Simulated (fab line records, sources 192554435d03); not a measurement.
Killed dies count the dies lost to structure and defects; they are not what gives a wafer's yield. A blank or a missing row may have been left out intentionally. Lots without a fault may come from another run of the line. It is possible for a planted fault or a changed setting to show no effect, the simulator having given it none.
Which tool did it? + flow n5Finfet + 10 lots, 30 wafers sampled, at 5 steps of a route of 1938

== WHAT EACH GAUGE READ, for each wafer ==
N5_HKMG_FIN_CD_MEAS_49: target cd 202 nm. Usual: cdNm reads 201.7 nm (standard deviation 0.55).
| lot  | measured     | on       | cdNm (nm)         | flag |
|------|--------------|----------|-------------------|------|
| L559 | day 4 03:47  | cdSem-03 | 201.6 202.0 201.6 |      |
| L563 | day 5 04:35  | cdSem-02 | 202.6 202.3 201.7 |      |
| L565 | day 5 15:29  | cdSem-03 | 202.2 201.5 201.1 |      |
| L569 | day 6 23:31  | cdSem-03 | 202.9 202.5 202.8 |      |
| L572 | day 8 03:38  | cdSem-01 | 202.0 201.6 201.6 |      |
| L574 | day 8 08:22  | cdSem-02 | 201.8 202.6 201.6 |      |
| L577 | day 8 20:44  | cdSem-02 | 202.0 202.5 202.2 |      |
| L578 | day 8 23:20  | cdSem-01 | 200.3 201.9 200.9 |      |
| L580 | day 9 14:47  | cdSem-01 | 202.7 200.9 201.3 |      |
| L581 | day 10 00:28 | cdSem-01 | 201.5 201.3 201.4 |      |

N5_HKMG_FIN_OVL_MEAS_50. Usual: NDIPOLE_OVL -0.2 nm, standard deviation 0.73.
| lot  | measured     | on         | NDIPOLE_OVL (nm) | flag |
|------|--------------|------------|------------------|------|
| L559 | day 4 03:50  | overlay-02 | -0.6 0.0 -0.5    |      |
| L563 | day 5 04:37  | overlay-02 | 0.9 -0.8 -0.8    |      |
| L565 | day 5 15:31  | overlay-01 | 0.1 -1.0 -0.3    |      |
| L569 | day 6 23:33  | overlay-01 | 0.3 -0.5 0.0     |      |
| L572 | day 8 03:40  | overlay-02 | 0.6 -0.7 0.3     |      |
| L574 | day 8 08:24  | overlay-01 | -0.6 -0.3 -0.1   |      |
| L577 | day 8 20:46  | overlay-01 | -0.3 0.4 0.6     |      |
| L578 | day 8 23:22  | overlay-01 | -0.2 -1.8 -0.3   |      |
| L580 | day 9 14:49  | overlay-01 | -1.2 -0.6 -0.8   |      |
| L581 | day 10 00:29 | overlay-01 | 1.4 0.6 0.7      |      |

N5_BEOL_M4_RC_MEAS_101. Usual: DIBL_N 36.5 mV/V, standard deviation 1.4; DIBL_P 36.6 mV/V, standard deviation 1.9; IOFF_N 0.167 nA/um, standard deviation 0.029; IOFF_N_85C 3.2 nA/um, standard deviation 0.46; IOFF_N_LIN 0.076 nA/um, standard deviation 0.011; IOFF_N_LONG 5.57e-05 nA/um, standard deviation 2.8e-06; IOFF_P 0.21 nA/um, standard deviation 0.033; ION_N 674 uA/um, standard deviation 12; ION_P 460 uA/um, standard deviation 8.9; SS_N 71.6 mV/dec, standard deviation 0.57; SS_P 73.4 mV/dec, standard deviation 0.61; VT_N 249 mV, standard deviation 3.3; VT_N_LONG 274.3 mV, standard deviation 2.1; VT_P -250 mV, standard deviation 3.3; VT_P_LVT -99 mV, standard deviation 3.4.
| lot  | measured     | on        | DIBL_N (mV/V)  | DIBL_P (mV/V)  | IOFF_N (nA/um)       | IOFF_N_85C (nA/um) | IOFF_N_LIN (nA/um)   | IOFF_N_LONG (nA/um)          | IOFF_P (nA/um) | ION_N (uA/um) | ION_P (uA/um) | SS_N (mV/dec)  | SS_P (mV/dec)  | VT_N (mV)   | VT_N_LONG (mV)    | VT_P (mV)      | VT_P_LVT (mV)  | flag |
|------|--------------|-----------|----------------|----------------|----------------------|--------------------|----------------------|------------------------------|----------------|---------------|---------------|----------------|----------------|-------------|-------------------|----------------|----------------|------|
| L559 | day 7 20:03  | prober-01 | 34.9 34.5 37.4 | 35.9 35.7 37.8 | 0.152 0.133 0.186    | 3.0 2.7 3.5        | 0.073 0.063 0.082    | 5.6e-05 5.46e-05 5.59e-05    | 0.17 0.18 0.20 | 682 660 670   | 454 449 453   | 71.5 71.4 72.5 | 73.3 73.7 73.2 | 250 251 244 | 274.3 275.3 274.1 | -254 -253 -253 | -102 -102 -100 |      |
| L563 | day 9 04:07  | prober-01 | 35.8 35.5 37.0 | 34.7 34.8 36.7 | 0.145 0.150 0.172    | 2.9 3.0 3.3        | 0.067 0.071 0.077    | 5.56e-05 5.64e-05 5.48e-05   | 0.19 0.20 0.23 | 660 681 667   | 451 465 460   | 71.2 71.0 70.9 | 73.5 73.2 73.8 | 249 250 248 | 276.1 275.1 275.1 | -251 -249 -248 | -101 -99 -98   |      |
| L565 | day 9 18:33  | prober-01 | 36.1 34.1 37.8 | 36.2 34.4 38.3 | 0.176 0.137 0.221    | 3.3 2.7 4.1        | 0.081 0.067 0.100    | 6.11e-05 6.03e-05 6.11e-05   | 0.26 0.23 0.30 | 697 680 711   | 483 475 487   | 71.6 70.8 72.2 | 73.3 73.2 74.0 | 245 249 242 | 271.2 269.8 272.1 | -244 -244 -242 | -91 -92 -90    |      |
| L569 | day 10 17:23 | prober-01 | 37.6 36.9 36.2 | 37.8 38.0 36.3 | 0.174 0.172 0.153    | 3.4 3.4 3.1        | 0.079 0.082 0.072    | 5.75e-05 5.68e-05 5.76e-05   | 0.24 0.26 0.22 | 669 694 684   | 461 477 468   | 71.9 71.3 71.9 | 73.7 73.5 73.2 | 250 248 249 | 273.0 271.3 270.8 | -250 -247 -247 | -96 -95 -97    |      |
| L572 | day 11 23:48 | prober-02 | 38.3 39.2 35.4 | 39.6 40.3 35.6 | 0.211 0.215 0.146    | 4.0 4.1 3.0        | 0.095 0.096 0.070    | 5.58e-05 5.59e-05 5.68e-05   | 0.29 0.29 0.21 | 697 685 673   | 479 469 468   | 71.4 72.0 71.3 | 73.7 74.0 72.5 | 248 246 249 | 272.4 272.9 272.4 | -245 -244 -250 | -95 -94 -98    |      |
| L574 | day 12 04:33 | prober-01 | 36.4 40.3 36.8 | 35.7 39.6 35.8 | 0.127 0.217 0.137    | 2.6 4.1 2.8        | 0.060 0.092 0.064    | 5.09e-05 5.13e-05 5.14e-05   | 0.16 0.22 0.16 | 656 674 656   | 444 453 449   | 71.0 72.3 71.5 | 72.9 74.0 73.3 | 255 245 252 | 278.0 276.8 276.1 | -257 -252 -258 | -106 -101 -105 |      |
| L577 | day 12 22:46 | prober-02 | 35.4 36.2 35.9 | 35.2 34.6 35.9 | 32.881 32.024 34.936 | 272.1 268.4 289.1  | 15.359 14.789 16.285 | 0.011251 0.011244 0.011401   | 0.17 0.16 0.18 | 968 955 980   | 463 446 466   | 71.0 71.2 71.3 | 72.1 73.0 73.0 | 95 98 96    | 120.9 121.4 119.8 | -251 -256 -254 | -254 -254 -254 | OFF  |
| L578 | day 13 01:34 | prober-02 | 36.3 35.6 35.4 | 36.5 36.2 35.1 | 29.621 25.551 26.045 | 251.5 220.6 225.1  | 13.776 12.047 12.592 | 0.008462 0.0082626 0.0086484 | 0.20 0.20 0.19 | 952 937 954   | 456 451 459   | 72.0 71.5 70.9 | 74.1 73.5 74.4 | 101 105 104 | 129.6 130.5 128.8 | -253 -255 -253 | -253 -253 -256 | OFF  |
| L580 | day 13 16:08 | prober-01 | 36.3 38.2 37.6 | 35.9 37.1 37.4 | 0.147 0.161 0.169    | 2.9 3.1 3.3        | 0.067 0.073 0.077    | 5.46e-05 5.52e-05 5.55e-05   | 0.21 0.23 0.24 | 659 665 668   | 459 457 464   | 71.3 71.4 72.0 | 72.9 73.6 73.7 | 253 250 246 | 277.2 276.2 273.7 | -249 -250 -249 | -101 -100 -97  |      |
| L581 | day 13 20:43 | prober-01 | 35.2 35.4 36.6 | 34.8 35.0 36.5 | 0.133 0.141 0.165    | 2.7 2.8 3.2        | 0.064 0.070 0.076    | 5.52e-05 5.47e-05 5.58e-05   | 0.19 0.20 0.21 | 649 670 663   | 452 462 447   | 72.1 71.4 72.4 | 72.1 72.8 71.9 | 252 250 249 | 274.8 272.0 275.6 | -252 -251 -251 | -99 -98 -99    |      |

== WHICH TOOL RAN EACH LOT (tool, then ch and the chambers of the sampled wafers, then the start) ==
| lot  | N5_HKMG_FIN_HK_ALD_01          | N5_HKMG_FIN_WET_ETCH_76            |
|------|--------------------------------|------------------------------------|
| L559 | aldHk-02 ch 1,2, day 4 02:50   | wetBench-01 ch 3,4,7, day 4 04:56  |
| L563 | aldHk-01 ch 1,2, day 5 03:32   | wetBench-06 ch 0,3,5, day 5 05:29  |
| L565 | aldHk-02 ch 2,3, day 5 14:32   | wetBench-01 ch 1,2,4, day 5 16:38  |
| L569 | aldHk-03 ch 1,2,3, day 6 22:35 | wetBench-01 ch 0,3,6, day 7 00:26  |
| L572 | aldHk-03 ch 1,2,3, day 8 02:47 | wetBench-06 ch 2,4,7, day 8 04:31  |
| L574 | aldHk-01 ch 0,2,3, day 8 07:33 | wetBench-05 ch 2,4,6, day 8 09:16  |
| L577 | aldHk-01 ch 1,2,3, day 8 19:47 | wetBench-06 ch 1,3,7, day 8 21:37  |
| L578 | aldHk-03 ch 0,1,3, day 8 22:23 | wetBench-06 ch 1,4,5, day 9 00:14  |
| L580 | aldHk-02 ch 0,1,2, day 9 13:50 | wetBench-01 ch 0,4,6, day 9 16:28  |
| L581 | aldHk-01 ch 0,1,3, day 9 23:38 | wetBench-06 ch 3,4,7, day 10 01:41 |
- N5_HKMG_FIN_HK_ALD_01: deposits HfO2, target thk 1.6 nm, pulse time 3 s, purge time 3 s.
- N5_HKMG_FIN_WET_ETCH_76: etches Al2O3 in dNH4OH, stops on La2O3, target depth 2.25 nm, rinse time 30 s.

== WHAT THE TOOLS THEMSELVES READ (means of the sampled wafers that have a number; where no wafer has one, the mark that the record gives instead) ==
N5_HKMG_FIN_HK_ALD_01. Usual: precursorPulseHeightRel reads 1.000 (standard deviation 0.018).
| lot  | tool     | precursorPulseHeightRel | flag |
|------|----------|-------------------------|------|
| L559 | aldHk-02 | 0.999                   |      |
| L563 | aldHk-01 | 0.993                   |      |
| L565 | aldHk-02 | 1.004                   |      |
| L569 | aldHk-03 | 1.003                   |      |
| L572 | aldHk-03 | 0.993                   |      |
| L574 | aldHk-01 | 1.004                   |      |
| L577 | aldHk-01 | 1.007                   |      |
| L578 | aldHk-03 | 0.998                   |      |
| L580 | aldHk-02 | 0.993                   |      |
| L581 | aldHk-01 | 1.008                   |      |

N5_HKMG_FIN_WET_ETCH_76. Usual: bathHeatDutyPct 6.4 %, standard deviation 1; rinseTempC 23.01 C, standard deviation 0.11.
| lot  | tool        | bathHeatDutyPct (%) | rinseTempC (C) | flag |
|------|-------------|---------------------|----------------|------|
| L559 | wetBench-01 | 6.7                 | 22.87          |      |
| L563 | wetBench-06 | 6.7                 | 23.01          |      |
| L565 | wetBench-01 | 6.4                 | 22.95          |      |
| L569 | wetBench-01 | 6.3                 | 23.05          |      |
| L572 | wetBench-06 | 6.2                 | 23.02          |      |
| L574 | wetBench-05 | 6.5                 | 22.96          |      |
| L577 | wetBench-06 | -                   | -              | OFF  |
| L578 | wetBench-06 | -                   | -              | OFF  |
| L580 | wetBench-01 | 7.1                 | 22.98          |      |
| L581 | wetBench-06 | 6.2                 | 22.98          |      |

== THE ANSWER, worked out from the rows above alone ==
Rule: a lot is off if the mean of its wafers that have a number lies more than 3 standard deviations from the usual mean. Also off: a lot with no number at a reading for which 4 or more lots have one. All remaining lots with rows at the step are treated as sound. The gauges are gone through in route order, then the tools' own readings, and for those a lot's mean is taken as printed above. The first step at which some lot is off is used, and at that step the reading that is off furthest; a lot without a number counts as furthest.
Off: L577, L578, seen at N5_BEOL_M4_RC_MEAS_101 (IOFF_N_LONG).
A tool fits if, at a process step before that reading, it ran every lot that is off, and no sound lot after the first of them. Not tried: the gauges at N5_BEOL_M4_RC_MEAS_101; whatever is off there is also off at N5_HKMG_FIN_WET_ETCH_76, on other tools, and gauge error can't account for it. Of those tried, none fits.

== WHAT HAD BEEN PUT IN BY THE SIMULATOR ==
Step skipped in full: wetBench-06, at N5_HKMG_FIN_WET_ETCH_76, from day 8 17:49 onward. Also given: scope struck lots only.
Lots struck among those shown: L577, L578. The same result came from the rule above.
